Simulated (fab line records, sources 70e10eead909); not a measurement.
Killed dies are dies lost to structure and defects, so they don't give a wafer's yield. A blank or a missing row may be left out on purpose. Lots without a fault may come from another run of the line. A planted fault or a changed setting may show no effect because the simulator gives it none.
fab line records | flow nand_harc
record lots=5 wafers=15 last_day=24
route steps=1159 shown A_M1@1037 END@1159
lots that met no fault: from a run of the same line without faults
start_h: hours from the record's first day to the start of the lot's first wafer shown | wait_h: hours since the lot's step before | " the same as in the row above | L1.1+2: a row that stands for several wafers | - no value, or no start given | * or withheld: withheld | < > ~ a bound
route shown NAME@n: a module of which the file shows steps, and the number in the route of the first | usual: mean/standard deviation of fault-free wafers | same: alike in all rows | chamber/n: place in a boat | sites: the reading at each site | _std_site: their standard deviation | _edge_site: outer sites' mean less inner sites' | radius_mm: how far each site lies from the wafer's centre | mask NAME#n: copy n | behind: the tool/chamber that last shaped the wafer | hold: why the lot was held/for how many hours/how that ended | device: the transistor (n, p or np) that didn't switch | end of line: the same wafers' tests at the end of the route | a step without rows: its recipe alone | killed: dies lost to structure and defects at the first sort, not the wafer's yield | map: a wafer's dies, x killed, . not, _ none there
set.NAME: the setting as run; set.NAME@STEP: as run at that earlier step | model.NAME: the simulator's own value behind a step, which no gauge read
lots at some steps of the route; a table a step, a row a wafer
services: from which hour (start_h, from the record's first day; less than 0 if before it) a tool's chamber was out of use, for how many hours, and why
## steps
# step NHARC_A_M1_OVL_MEAS_10
# recipe pitch_nm=240
# usual overlay_x_nm=-0.3/0.97 overlay_y_nm=-0.2/0.81
# columns lot.wafer tool chamber start_h wait_h overlay_x_nm overlay_y_nm
L681.2 overlay-01 - 420.86 - -0.9 -1.2
L681.3 " - " " -1.4 -1.3
L681.6 " - " " -0.5 -0.8
L688.1 overlay-02 - 470.48 - -0.2 0.1
L688.4 " - " " -0.1 -0.2
L688.5 " - " " 0.0 0.0
L692.2 overlay-01 - 503.28 - -0.7 0.0
L692.3 " - " " -0.5 -0.6
L692.5 " - " " -0.9 -0.4
L698.3 overlay-01 - 528.42 - -1.2 1.0
L698.4 " - " " -1.5 0.3
L698.5 " - " " -0.6 0.6
L699.1 overlay-01 - 532.64 - 0.5 1.1
L699.2 " - " " 0.4 1.2
L699.3 " - " " 0.2 1.0
# step NHARC_A_M1_INSPECT_11
# usual raw_defect_count=31/14
# columns lot.wafer tool chamber start_h wait_h raw_defect_count
L681.2 defect_inspect-01 - 420.90 0.0 30
L681.3 " - " " 43
L681.6 " - " " 46
L688.1 defect_inspect-01 - 470.52 0.0 16
L688.4 " - " " 14
L688.5 " - " " 11
L692.2 defect_inspect-01 - 503.32 0.0 46
L692.3 " - " " 42
L692.5 " - " " 40
L698.3 defect_inspect-01 - 528.46 0.0 44
L698.4 " - " " 33
L698.5 " - " " 37
L699.1 defect_inspect-01 - 532.68 0.0 43
L699.2 " - " " 35
L699.3 " - " " 38
# step NHARC_A_M1_DESCUM_14
# recipe time_s=3 o2_flow_sccm=200 ar_flow_sccm=0 bias_power_w=0 chemistry=O2
# usual drypump_motor_current_A=5.6/0.48 oes_product_au=0.994/0.0092 rf_vpp_V=58.1/0.95 showerhead_plenum_p_Torr=1.97/0.057 throttle_valve_pct=11.312/0.0094
# columns lot.wafer tool chamber start_h wait_h drypump_motor_current_A oes_product_au rf_hours_counter_h rf_vpp_V showerhead_plenum_p_Torr throttle_valve_pct
L681.3 rie_diel-08 0 420.97 0.1 5.5 0.995 7.1 58.5 2.04 11.298
L681.2 " 1 " " 5.8 0.987 6.7 57.3 1.99 11.312
L681.6 " 0 " " 5.5 0.993 - 57.7 2.04 11.292
L688.4 rie_diel-07 1 470.58 0.1 5.2 0.990 4.2 59.6 2.05 11.299
L688.1 " 0 " " 5.4 1.009 4.4 58.9 1.94 11.317
L688.5 " 1 " " 5.2 0.982 - 58.1 2.05 11.316
L692.3 rie_diel-04 2 503.40 0.1 4.9 0.990 0.8 60.1 2.01 11.304
L692.2 " 3 " " 5.4 0.993 0.9 58.5 2.02 11.312
L692.5 " 1 " " 6.4 0.976 - 56.4 1.89 11.314
L698.4 rie_diel-07 0 528.52 0.1 5.4 1.011 8.9 58.0 1.94 11.319
L698.3 " 2 " " 5.6 0.998 8.7 57.6 1.95 11.295
L698.5 " 0 " " 5.4 1.006 - 58.1 1.94 11.315
L699.1 rie_diel-08 1 532.74 0.1 5.8 0.991 3.5 57.8 1.99 11.303
L699.2 " 2 " " 5.3 1.003 3.1 58.7 1.97 11.296
L699.3 " 3 " " 6.2 0.997 2.8 58.3 1.95 11.304
# step NHARC_A_M1_ETCH_35
# recipe target_depth_a=400 overetch_a=120 time_s=43.94 ion_energy_ev=200 n2_flow_sccm=150 h2_flow_sccm=150 ar_flow_sccm=0 rf_w=400 bias_w=150 chemistry=N2/H2
# step NHARC_A_M1_ETCH_15
# recipe target_depth_a=1825 time_s=91.2 c4f8_flow_sccm=withheld ar_flow_sccm=400 rf_w=600 bias_w=300 chemistry=C4F8/Ar
# usual oes_product_au=0.952/0.021 rf_vpp_V=442.4/1.8
# columns lot.wafer tool chamber start_h wait_h oes_product_au rf_hours_counter_h rf_vpp_V
L681.3 rie_diel-08 3 - - 0.960 7.1 441.1
L681.2 " 1 " " 0.950 6.7 442.8
L681.6 " 2 " " 0.971 - 441.6
L688.4 rie_diel-07 3 - - 0.967 4.5 441.0
L688.1 " 0 " " 0.984 4.4 440.6
L688.5 " 2 " " 0.955 - 443.4
L692.2 rie_diel-04 2 - - 0.973 0.8 444.9
L692.3 " 3 " " 0.974 0.9 442.6
L692.5 " 2 " " 0.980 - 444.8
L698.3 rie_diel-07 1 - - 0.962 8.2 445.7
L698.4 " 2 " " 0.984 8.7 442.0
L698.5 " 2 " " 0.981 - 441.7
L699.3 rie_diel-08 0 - - 0.979 3.3 445.0
L699.2 " 1 " " 0.957 3.6 443.5
L699.1 " 2 " " 0.960 3.1 443.0
# step NHARC_A_M1_CD_MEAS_16
# usual cd_nm=120.2/0.93
# columns lot.wafer tool chamber start_h wait_h cd_nm
L681.2 cd_sem-03 - 421.26 - 120.4
L681.3 " - " " 117.6
L681.6 " - " " 117.7
L688.1 cd_sem-02 - 470.89 - 119.1
L688.4 " - " " 118.8
L688.5 " - " " 119.5
L692.2 cd_sem-02 - 503.69 - 120.8
L692.3 " - " " 119.7
L692.5 " - " " 120.0
L698.3 cd_sem-01 - 528.83 - 121.6
L698.4 " - " " 120.7
L698.5 " - " " 122.2
L699.1 cd_sem-02 - 533.05 - 120.9
L699.2 " - " " 121.1
L699.3 " - " " 119.7
# step NHARC_A_M1_STRIP_18
# recipe power_w=1000 n2_flow_sccm=150 h2_flow_sccm=150 ar_flow_sccm=0 bias_w=0 chemistry=N2/H2
# usual drypump_motor_current_A=5.7/0.45 oes_product_au=0.998/0.0088 rf_vpp_V=91.1/0.85 showerhead_plenum_p_Torr=2.10/0.058 throttle_valve_pct=14.173/0.008
# columns lot.wafer tool chamber start_h wait_h drypump_motor_current_A oes_product_au rf_hours_counter_h rf_vpp_V showerhead_plenum_p_Torr throttle_valve_pct
L681.3 rie_diel-07 2 421.37 0.1 5.6 1.001 0 90.8 2.08 14.163
L681.2 " 3 " " 6.4 0.999 0 90.9 2.04 14.173
L681.6 " 0 " " 5.4 1.014 - 90.6 2.07 14.155
L688.1 rie_diel-08 0 471.01 0.1 5.5 0.998 10 91.9 2.18 14.162
L688.4 " 1 " " 5.8 1.011 10 90.3 2.12 14.169
L688.5 " 3 " " 6.2 0.998 - 90.4 2.08 14.175
L692.3 rie_diel-07 2 503.76 0.1 5.6 0.998 7 89.8 2.08 14.170
L692.2 " 1 " " 5.2 0.990 7 92.5 2.18 14.170
L692.5 " 3 " " 6.3 1.002 - 91.4 2.03 14.182
L698.4 rie_diel-07 3 528.90 0.1 6.3 0.985 9 91.0 2.03 14.181
L698.3 " 1 " " 5.2 0.994 8 90.7 2.18 14.157
L698.5 " 3 " " 6.3 0.997 - 91.6 2.03 14.181
L699.2 rie_diel-07 1 533.12 0.1 5.2 1.008 9 91.7 2.18 14.172
L699.3 " 3 " " 6.3 0.987 10 90.7 2.03 14.186
L699.1 " 0 " " 5.4 1.008 10 91.0 2.06 14.184
# step NHARC_A_M1_ETCH_28
# recipe target_depth_a=300 over_etch_frac=0.3 time_s=72.99 ion_energy_ev=150 cf4_flow_sccm=50 n2_flow_sccm=100 ar_flow_sccm=150 rf_w=300 bias_w=100 chemistry=CF4/N2
# usual cf4_flow_sccm=50.01/0.16 drypump_motor_current_A=5.7/0.44 oes_product_au=0.996/0.0082 rf_vpp_V=315.2/1.4 showerhead_plenum_p_Torr=2.69/0.071 throttle_valve_pct=19.795/0.009
# columns lot.wafer tool chamber start_h wait_h cf4_flow_sccm drypump_motor_current_A oes_product_au rf_hours_counter_h rf_vpp_V showerhead_plenum_p_Torr throttle_valve_pct
L681.2 rie_diel-07 3 - - 50.06 6.3 1.000 0 312.6 2.62 19.794
L681.3 " 2 " " 50.25 5.6 0.997 1 315.9 2.68 19.799
L681.6 " 0 " " 49.90 5.4 1.009 - 314.8 2.66 19.788
L688.4 rie_diel-08 1 - - 49.98 5.8 0.990 10 315.5 2.72 19.791
L688.1 " 0 " " 49.84 5.5 1.001 10 317.0 2.79 19.785
L688.5 " 2 " " 50.11 5.3 0.993 - 315.8 2.70 19.804
L692.3 rie_diel-07 1 - - 50.09 5.2 0.998 7 317.1 2.80 19.802
L692.2 " 2 " " 49.81 5.6 0.991 7 314.7 2.67 19.780
L692.5 " 3 " " 49.83 6.4 0.998 - 313.7 2.62 19.800
L698.4 rie_diel-07 3 - - 50.01 6.4 0.994 9 312.9 2.62 19.797
L698.3 " 0 " " 49.89 5.4 1.006 9 316.0 2.65 19.785
L698.5 " 0 " " 49.73 5.4 1.003 - 314.8 2.65 19.789
L699.2 rie_diel-07 3 - - 49.82 6.3 0.998 10 313.6 2.62 19.787
L699.1 " 0 " " 49.84 5.4 1.017 10 314.8 2.65 19.808
L699.3 " 1 " " 49.93 5.2 0.996 9 315.6 2.80 19.798
# step NHARC_A_M1_STRIP_19
# recipe time_s=600 temp_c=30 chemistry=post_etch_residue_remover
# step NHARC_A_M1_DEGAS_29
# recipe temp_c=250 time_s=60
# step NHARC_A_M1_PRE_CLEAN_30
# recipe time_s=30 temp_c=280 gas=H2/He
# step NHARC_A_M1_PVD_20
# recipe target_thk_a=50 bias_v=168.6 power_w=15000 chamber_pressure_pa=0.12 time_s=8.06 substrate_temp_c=50 material=TaN
# usual cathode_dc_power_W=15000/2.9 substrate_temp_c=50.00/0.12 throttle_valve_pct=30.0/0.84 time_s=8.06/0
# columns lot.wafer tool chamber start_h wait_h cathode_dc_power_W substrate_temp_c throttle_valve_pct time_s
L681.2 pvd_sputter-01 - - - 15003 50.16 30.7 8.06
L681.3 " - " " 14995 50.19 30.7 8.06
L681.6 " - " " 15002 50.07 30.7 8.06
L688.4 pvd_sputter-01 - - - 14995 49.98 29.3 8.06
L688.1 " - " " 15003 50.22 30.4 8.06
L688.5 " - " " 15002 49.86 28.9 8.06
L692.2 pvd_sputter-01 - - - 14998 50.19 30.3 8.06
L692.3 " - " " 15004 49.75 30.2 8.06
L692.5 " - " " 14996 50.05 28.7 8.06
L698.3 pvd_sputter-03 - - - 15001 50.12 29.6 8.06
L698.4 " - " " 14998 49.88 31.3 8.06
L698.5 " - " " 15004 49.92 28.5 8.06
L699.1 pvd_sputter-03 - - - 15007 49.95 29.6 8.06
L699.3 " - " " 14997 50.14 28.3 8.06
L699.2 " - " " 15001 50.03 31.1 8.06
# step NHARC_A_M1_PVD_21
# recipe target_thk_a=300 chamber_pressure_pa=5 power_w=5000 substrate_temp_c=30 time_s=20.49 material=Cu
# usual cathode_dc_power_W=4999.9/0.91 substrate_temp_c=30.01/0.11 throttle_valve_pct=30.0/0.84 time_s=20.49/0
# columns lot.wafer tool chamber start_h wait_h cathode_dc_power_W substrate_temp_c throttle_valve_pct time_s
L681.3 pvd_sputter-01 - 422.29 - 4998.7 30.14 30.9 20.49
L681.2 " - " " 5000.0 30.14 28.9 20.49
L681.6 " - " " 4998.3 30.02 30.1 20.49
L688.4 pvd_sputter-01 - 471.83 - 5000.3 30.02 28.9 20.49
L688.1 " - " " 5001.2 29.97 30.3 20.49
L688.5 " - " " 5002.4 30.03 30.5 20.49
L692.2 pvd_sputter-01 - 504.62 - 5000.2 29.85 28.9 32.36
L692.3 " - " " 5001.2 29.92 30.8 32.36
L692.5 " - " " 4998.8 30.05 29.0 32.36
L698.4 pvd_sputter-03 - 529.78 - 5001.7 30.02 29.5 20.49
L698.3 " - " " 4997.9 30.01 28.6 20.49
L698.5 " - " " 4998.1 29.96 31.0 20.49
L699.3 pvd_sputter-03 - 534.08 - 4998.6 30.10 29.6 20.49
L699.2 " - " " 4999.7 30.02 30.9 20.49
L699.1 " - " " 4999.6 30.01 29.6 20.49
# step NHARC_A_M1_ECD_22
# recipe target_thk_a=4000 bath_temp_c=25 material=Cu
# step NHARC_END_SORT_01
# recipe temp_c=25
# usual defect_limited_yield=95.1/1.8 killed_at_array=29/11 killed_at_other=0.5/0.8 killed_at_periphery=3.5/2.8 killed_dies=33/12 killed_open=3.1/1.8 killed_short=1.8/1.4 sort_bin_2_pct=1.5/0.65 sort_bin_3_pct=0.24/0.21 sort_bin_4_pct=3.1/1.2 sort_n_pass=644/12 sort_rim_yield_pct=97.5/1.9 sort_yield_pct=95.1/1.8
# same gross_dies=677 sort_bin_5_pct[%]=0 sort_bin_6_pct[%]=0 sort_bin_7_pct[%]=0 sort_bin_8_pct[%]=0 sort_rim_n_gross=106.00
# columns lot.wafer tool chamber start_h wait_h defect_limited_yield[%] killed_at_array killed_at_other killed_at_periphery killed_dies killed_open killed_short sort_bin_2_pct[%] sort_bin_3_pct[%] sort_bin_4_pct[%] sort_n_pass sort_rim_yield_pct[%] sort_yield_pct[%]
L681.2 prober-02 0 477.41 2.8 95.3 29 1 2 32 5 2 1.2 0.15 3.4 645 99.1 95.3
L681.3 prober-02 0 478.22 3.1 94.4 37 0 1 38 1 1 1.2 0.15 4.3 639 100.0 94.4
L681.6 prober-02 0 480.63 4.0 92.8 45 0 4 49 3 3 2.4 0.59 4.3 628 98.1 92.8
L688.1 prober-01 0 506.06 2.5 97.0 19 0 1 20 3 2 0.9 0.44 1.6 657 98.1 97.0
L688.4 prober-01 0 508.51 3.4 97.2 14 0 5 19 3 0 0.9 0 1.9 658 99.1 97.2
L688.5 prober-01 0 509.33 3.8 97.9 13 0 1 14 2 2 0.6 0 1.5 663 98.1 97.9
L692.2 prober-02 0 551.22 2.8 94.1 40 0 0 40 5 0 1.3 0.44 4.1 637 97.2 94.1
L692.3 prober-02 0 552.02 3.1 94.1 38 0 2 40 4 2 2.8 0.15 3.0 637 95.3 94.1
L692.5 prober-02 0 553.62 3.7 94.7 35 0 1 36 3 2 1.8 0 3.5 641 97.2 94.7
L699.1 prober-01 0 576.66 2.5 93.2 44 0 2 46 3 3 2.2 0.44 4.1 631 95.3 93.2
L699.2 prober-01 0 577.47 2.8 94.5 34 0 3 37 4 0 1.5 0.15 3.8 640 100.0 94.5
L699.3 prober-01 0 578.28 3.1 95.1 30 0 3 33 1 0 2.2 0.15 2.5 644 98.1 95.1
L698.3 prober-01 0 586.15 3.1 95.3 31 0 1 32 4 1 1.9 0.30 2.5 645 98.1 95.3
L698.4 prober-01 0 586.95 3.4 96.2 22 1 3 26 0 0 0.6 0.89 2.4 651 100.0 96.2
L698.5 prober-01 0 587.76 3.7 95.0 28 2 4 34 2 0 1.5 0.15 3.4 643 99.1 95.0
# killed by level:class
L681.2 A_CHANNEL_HOLE_D1:chamber_film_flake=12 A_SLIT:chamber_film_flake=6 A_STAIRCASE:chamber_film_flake=3 A_CONTACT:geometric_particle:open=3 A_CONTACT:chamber_film_flake=2 P_CONTACT:geometric_particle:short=1 A_CHANNEL_HOLE_D1:geometric_particle:open=1 A_CHANNEL_FILL_D1:geometric_particle:short=1
L681.3 A_CHANNEL_HOLE_D1:chamber_film_flake=15 A_CONTACT:chamber_film_flake=9 A_SLIT:chamber_film_flake=8 A_SOURCE_PLATE:geometric_particle:short=1 A_SGD_CUT:geometric_particle:open=1 P_ZERO_WELL:chamber_film_flake=1 A_ZERO_WELL:chamber_film_flake=1 A_STAIRCASE:chamber_film_flake=1
L681.6 A_CHANNEL_HOLE_D1:chamber_film_flake=18 A_SLIT:chamber_film_flake=12 A_CONTACT:chamber_film_flake=6 A_STAIRCASE:chamber_film_flake=3 P_CONTACT:geometric_particle:open=1 P_M0:geometric_particle:short=1 A_SGD_CUT:geometric_particle:short=1 A_WL_FILL:geometric_particle:short=1
L688.1 A_CHANNEL_HOLE_D1:chamber_film_flake=5 A_CONTACT:geometric_particle:open=3 A_CHANNEL_FILL_D1:chamber_film_flake=3 A_STAIRCASE:chamber_film_flake=2 A_CONTACT:chamber_film_flake=2 A_M0:chamber_film_flake=2 A_SOURCE_PLATE:geometric_particle:short=1 A_ONON_D1:geometric_particle:short=1
L688.4 A_CHANNEL_HOLE_D1:chamber_film_flake=5 P_ZERO_WELL:chamber_film_flake=4 A_CHANNEL_FILL_D1:chamber_film_flake=2 P_STI:geometric_particle:open=1 A_CONTACT:geometric_particle:open=1 A_M0:geometric_particle:open=1 A_SGD_CUT:chamber_film_flake=1 A_WL_FILL:chamber_film_flake=1
L688.5 A_CHANNEL_HOLE_D1:chamber_film_flake=6 A_CHANNEL_FILL_D1:chamber_film_flake=2 A_ONON_D1:geometric_particle:open=1 A_CHANNEL_HOLE_D1:geometric_particle:short=1 A_SGD_CUT:geometric_particle:open=1 A_CONTACT:geometric_particle:short=1 P_ZERO_WELL:chamber_film_flake=1 A_CONTACT:chamber_film_flake=1
L692.2 A_SLIT:chamber_film_flake=17 A_CHANNEL_HOLE_D1:chamber_film_flake=8 A_CHANNEL_FILL_D1:chamber_film_flake=3 A_STAIRCASE:chamber_film_flake=3 A_BLC:geometric_particle:open=2 A_M0:geometric_particle:open=2 A_ZERO_WELL:chamber_film_flake=2 A_CONTACT:chamber_film_flake=2
L692.3 A_SLIT:chamber_film_flake=18 A_STAIRCASE:chamber_film_flake=7 A_CHANNEL_HOLE_D1:chamber_film_flake=4 A_CHANNEL_FILL_D1:chamber_film_flake=2 P_GATE:geometric_particle:open=1 P_M0:geometric_particle:open=1 A_CHANNEL_FILL_D1:geometric_particle:short=1 A_WL_FILL:geometric_particle:short=1
L692.5 A_SLIT:chamber_film_flake=16 A_CHANNEL_HOLE_D1:chamber_film_flake=5 A_STAIRCASE:chamber_film_flake=4 A_CONTACT:geometric_particle:open=2 A_CHANNEL_FILL_D1:chamber_film_flake=2 A_CONTACT:chamber_film_flake=2 A_CHANNEL_HOLE_D1:geometric_particle:short=1 A_WL_FILL:geometric_particle:short=1
L699.1 A_SLIT:chamber_film_flake=22 A_CHANNEL_HOLE_D1:chamber_film_flake=7 A_STAIRCASE:chamber_film_flake=5 A_ZERO_WELL:chamber_film_flake=2 A_CHANNEL_FILL_D1:geometric_particle:short=1 A_WL_FILL:geometric_particle:short=1 A_WL_FILL:geometric_particle:open=1 A_CONTACT:geometric_particle:short=1
L699.2 A_SLIT:chamber_film_flake=21 A_CHANNEL_HOLE_D1:chamber_film_flake=7 A_STAIRCASE:chamber_film_flake=3 P_CONTACT:geometric_particle:open=1 P_M0:geometric_particle:open=1 A_CHANNEL_HOLE_D1:geometric_particle:open=1 A_M0:geometric_particle:open=1 P_ZERO_WELL:chamber_film_flake=1
L699.3 A_SLIT:chamber_film_flake=17 A_CHANNEL_HOLE_D1:chamber_film_flake=6 A_STAIRCASE:chamber_film_flake=4 P_ZERO_WELL:chamber_film_flake=2 A_M0:geometric_particle:open=1 P_STI:chamber_film_flake=1 A_CONTACT:chamber_film_flake=1 A_BLC:chamber_film_flake=1
L698.3 A_CHANNEL_HOLE_D1:chamber_film_flake=20 A_CONTACT:chamber_film_flake=5 A_ONON_D1:geometric_particle:open=2 A_STAIRCASE:chamber_film_flake=2 P_M1:geometric_particle:open=1 A_CHANNEL_HOLE_D1:geometric_particle:short=1 A_CONTACT:geometric_particle:open=1
L698.4 A_CHANNEL_HOLE_D1:chamber_film_flake=13 A_CONTACT:chamber_film_flake=5 P_GATE:chamber_film_flake=2 A_STAIRCASE:chamber_film_flake=2 P_ZERO_WELL:chamber_film_flake=1 A_ZERO_WELL:chamber_film_flake=1 A_SLIT:chamber_film_flake=1 THIN_TSV:chamber_film_flake=1
L698.5 A_CHANNEL_HOLE_D1:chamber_film_flake=20 A_CONTACT:chamber_film_flake=5 P_STI:chamber_film_flake=2 THIN_TSV:chamber_film_flake=2 P_GATE:geometric_particle:open=1 A_CONTACT:geometric_particle:open=1 P_GATE:chamber_film_flake=1 A_STAIRCASE:chamber_film_flake=1
## services
# columns tool chamber start_h hours kind
rie_diel-07 - 405.87 9.0 pm
rie_diel-07 0 405.87 9.0 vent_cycle
rie_diel-07 1 405.87 9.0 vent_cycle
rie_diel-07 2 405.87 9.0 vent_cycle
rie_diel-07 3 405.87 9.0 vent_cycle
rie_diel-07 0 414.87 - clean
rie_diel-07 1 414.87 - clean
rie_diel-07 2 414.87 - clean
rie_diel-07 3 414.87 - clean
rie_diel-07 1 418.10 3.7 repair
pvd_sputter-01 - 428.03 5.5 repair
rie_diel-07 0 439.37 - clean
rie_diel-07 1 439.37 - clean
rie_diel-07 2 439.37 - clean
rie_diel-07 3 439.37 - clean
rie_diel-08 0 442.01 2.8 repair
rie_diel-04 0 445.48 3.4 repair
rie_diel-07 - 448.81 8.6 repair
pvd_sputter-03 - 458.09 10.0 pm
rie_diel-04 - 465.90 9.0 pm
rie_diel-08 - 478.80 9.0 pm
rie_diel-04 - 494.56 0.9 repair
pvd_sputter-01 - 514.00 10.0 pm
rie_diel-07 2 529.95 5.2 repair
## key
first_sign step=NHARC_A_M1_PVD_21 reading=time_s direction=up sigmas=99+ usual=* struck=*
effect none on later readings
met_at NHARC_A_M1_PVD_21
struck_wafers L692.2,L692.3,L692.5
onset_between 471.83 504.62
fault kind=process_parameter_drift tool=pvd_sputter-01 chamber=- onset_h=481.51 steps=NHARC_A_M1_PVD_21 channel=time_s offset=* shape=step end_h=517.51 acts_in=* stated=*
